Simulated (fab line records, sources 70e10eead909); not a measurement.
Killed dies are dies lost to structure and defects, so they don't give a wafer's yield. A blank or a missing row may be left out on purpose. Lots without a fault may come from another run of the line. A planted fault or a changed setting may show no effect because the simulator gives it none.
Which tool did it? | flow nand_harc | 14 lots, 42 wafers sampled, at 5 steps of a route of 1159

WHAT THE GAUGES READ, wafer by wafer
NHARC_END_SORT_01.
lot  | measured     | on        | killed_at_array | killed_at_other | killed_at_periphery | killed_dies | killed_open | killed_short
L996 | day 21 12:47 | prober-01 | 668 665 664     | 1 0 1           | 8 12 12             | 677 677 677 | 1 1 3       | 2 5 1
L995 | day 21 21:16 | prober-01 | 675 670 668     | 0 0 0           | 2 7 9               | 677 677 677 | 1 5 7       | 1 2 0

WHICH TOOL RAN EACH LOT (tool, then ch and the chambers of the sampled wafers, then the start)
lot  | NHARC_A_CONTACT_ETCH_118             | NHARC_A_CONTACT_ETCH_120             | NHARC_A_CONTACT_ETCH_123             | NHARC_A_CONTACT_DEP_58
L991 | har_cap_etch-02 ch 0,1, day 16 10:31 | har_cap_etch-02 ch 0,1, day 16 10:43 | har_cap_etch-02 ch 0,1, day 16 11:01 | pecvd-03 ch 0,1,2, day 17 00:06
L989 | har_cap_etch-01 ch 0,1, day 16 11:37 | har_cap_etch-01 ch 0,1, day 16 11:48 | har_cap_etch-01 ch 0,1, day 16 12:11 | pecvd-03 ch 1,2, day 17 02:32
L994 | har_cap_etch-02 ch 0,1, day 18 01:39 | har_cap_etch-02 ch 0,1, day 18 01:50 | har_cap_etch-02 ch 0,1, day 18 02:06 | pecvd-03 ch 0,1,2, day 18 05:38
L996 | har_cap_etch-03 ch 0,1, day 18 18:45 | har_cap_etch-03 ch 0,1, day 18 18:56 | har_cap_etch-03 ch 0,1, day 18 19:14 | pecvd-03 ch 0,1,2, day 18 22:43
L995 | har_cap_etch-01 ch 0,1, day 18 23:35 | har_cap_etch-01 ch 0,1, day 18 23:46 | har_cap_etch-01 ch 0,1, day 19 00:05 | pecvd-03 ch 1,2, day 19 06:09
L103 | har_cap_etch-03 ch 0,1, day 19 13:11 | har_cap_etch-03 ch 0,1, day 19 13:22 | har_cap_etch-03 ch 0,1, day 19 13:41 | pecvd-03 ch 1,2, day 19 18:23
L100 | har_cap_etch-01 ch 0,1, day 19 13:30 | har_cap_etch-01 ch 0,1, day 19 13:41 | har_cap_etch-01 ch 0,1, day 19 13:59 | pecvd-03 ch 0,1,2, day 19 17:34
L104 | har_cap_etch-03 ch 0,1, day 20 06:42 | har_cap_etch-03 ch 0,1, day 20 06:53 | har_cap_etch-03 ch 0,1, day 20 07:10 | pecvd-01 ch 0,2, day 20 11:10
L105 | har_cap_etch-02 ch 0,1, day 20 07:43 | har_cap_etch-02 ch 0,1, day 20 07:54 | har_cap_etch-02 ch 0,1, day 20 08:11 | pecvd-04 ch 0,1, day 20 12:58
L106 | har_cap_etch-03 ch 0,1, day 21 10:01 | har_cap_etch-03 ch 0,1, day 21 10:12 | har_cap_etch-03 ch 0,1, day 21 10:35 | pecvd-04 ch 0,1,2, day 21 14:02
L108 | har_cap_etch-02 ch 0,1, day 21 12:17 | har_cap_etch-02 ch 0,1, day 21 12:28 | har_cap_etch-02 ch 0,1, day 21 12:44 | pecvd-01 ch 0,2, day 21 16:50
L110 | har_cap_etch-02 ch 0,1, day 22 01:10 | har_cap_etch-02 ch 0,1, day 22 01:20 | har_cap_etch-02 ch 0,1, day 22 01:37 | pecvd-01 ch 0,2, day 22 05:14
L109 | har_cap_etch-03 ch 0,1, day 22 01:52 | har_cap_etch-03 ch 0,1, day 22 02:03 | har_cap_etch-03 ch 0,1, day 22 02:22 | pecvd-01 ch 0,2, day 22 06:11
L111 | har_cap_etch-02 ch 0, day 22 20:07   | har_cap_etch-02 ch 0, day 22 20:17   | har_cap_etch-02 ch 0, day 22 20:36   | pecvd-03 ch 0,1,2, day 23 00:15
- NHARC_A_CONTACT_ETCH_118: etches the open film in C4F8/O2/Ar, time 94 s, target depth 922 nm.
- NHARC_A_CONTACT_ETCH_120: etches the open film in C4F8/O2/Ar, time 94 s, target depth 922 nm.
- NHARC_A_CONTACT_ETCH_123: etches the open film in C4F8/O2/Ar, time 253 s, target depth 1090 nm.
- NHARC_A_CONTACT_DEP_58: deposits SiON, target thk 60 nm.

WHAT THE TOOLS THEMSELVES READ (means of the sampled wafers that have a number; where no wafer has one, the mark that the record gives instead)
NHARC_A_CONTACT_DEP_58.
lot  | tool     | chamber_pressure_Torr (Torr) | heater_power_outer_w (W) | heater_power_w (W)
L991 | pecvd-03 | 3.500                        | 427                      | 758
L989 | pecvd-03 | 3.500                        | 390                      | 675
L994 | pecvd-03 | 3.505                        | 395                      | 716
L996 | pecvd-03 | -                            | -                        | -
L995 | pecvd-03 | -                            | -                        | -
L103 | pecvd-03 | 3.508                        | 465                      | 774
L100 | pecvd-03 | 3.496                        | 448                      | 779
L104 | pecvd-01 | 3.502                        | 419                      | 721
L105 | pecvd-04 | 3.504                        | 468                      | 801
L106 | pecvd-04 | 3.492                        | 420                      | 740
L108 | pecvd-01 | 3.498                        | 498                      | 822
L110 | pecvd-01 | 3.498                        | 448                      | 764
L109 | pecvd-01 | 3.503                        | 490                      | 808
L111 | pecvd-03 | 3.499                        | 417                      | 762

THE ANSWER, worked out from the rows above alone
Rule: what is usual is taken from the lots themselves. Put in order of their means at a reading, lots are off if they are a third of the lots or fewer, leave a main group of 4 or more, and stand apart from it by a gap of 3 or more times the standard deviation of the main group's means; of several such gaps the widest counts. A main group whose means are all the same, to the digits that the tables above print for the reading, isn't used. A lot without any number at a reading at which 4 lots or more have one is off too. The other lots that the step has rows for count as sound. The gauges are gone through in route order, then the tools' own readings, and for those a lot's mean is taken as printed above. The first step at which some lot is off is used, and at that step the reading that is off furthest; a lot without a number counts as furthest.
Off: L996, L995, at NHARC_A_CONTACT_DEP_58 (chamber_pressure_Torr). Without a number there: L996, L995. The main group: mean 3.500 Torr, standard deviation 0.0041.
A tool fits if, at that step or a process step before it, it ran every lot that is off, and no sound lot after the first of them. None of those tried fits.

WHAT THE SIMULATOR HAD PUT IN
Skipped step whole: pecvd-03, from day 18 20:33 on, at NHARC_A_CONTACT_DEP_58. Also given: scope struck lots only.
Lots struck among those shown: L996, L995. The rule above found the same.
